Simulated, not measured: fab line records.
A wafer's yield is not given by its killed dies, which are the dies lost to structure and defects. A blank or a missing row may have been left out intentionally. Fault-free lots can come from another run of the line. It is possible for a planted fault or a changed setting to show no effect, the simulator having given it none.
Matching of chambers    flow n5-finfet    4 sister chambers for N5_BEOL_M9_STRIP_36 on rie-diel-06
The step strips in N2/H2. 7 wafers are shown with their chamber, then 8 later ones without.

EACH WAFER AND ITS CHAMBER
wafer   chamber  showerhead-plenum-p-Torr (Torr)  oes-product-au (a.u.)
L081.1  0        2.41                             0.73
L081.2  3        2.63                             0.73
L081.3  1        2.69                             0.83
L085.2  2        2.49                             0.91
L085.3  3        2.63                             0.71
L085.6  0        2.40                             0.71
L089.1  1        2.68                             0.83

WAFERS WITH NO CHAMBER GIVEN
wafer   showerhead-plenum-p-Torr (Torr)  oes-product-au (a.u.)
L089.5  2.69                             0.83
L089.6  2.40                             0.71
L096.1  2.62                             0.70
L096.2  2.68                             0.81
L096.3  2.48                             0.87
L097.1  2.48                             0.86
L097.4  2.68                             0.82
L097.5  2.68                             0.81

EACH ONE'S CHAMBER
wafer   from the rows above  in truth
L089.5  1                    1
L089.6  0                    0
L096.1  3                    3
L096.2  1                    1
L096.3  2                    2
L097.1  2                    2
L097.4  1                    1
L097.5  1                    1
Correctly placed: 8 of 8. Left unplaced by these rows: 0. Wrongly placed: 0.
How it was worked out, from the rows above alone: a wafer's distance from a chamber is the root of the sum, over the readings, of the square of ((its reading less the chamber's mean) divided by the reading's scatter). The wafer belongs to the nearest chamber; if the next one is less than 2 further off, it can't be placed. A chamber's mean is the mean of its shown wafers. The scatter: take each reading less its chamber's mean, square it, sum over the shown wafers, divide by the number of wafers less the number of chambers, and take the root.
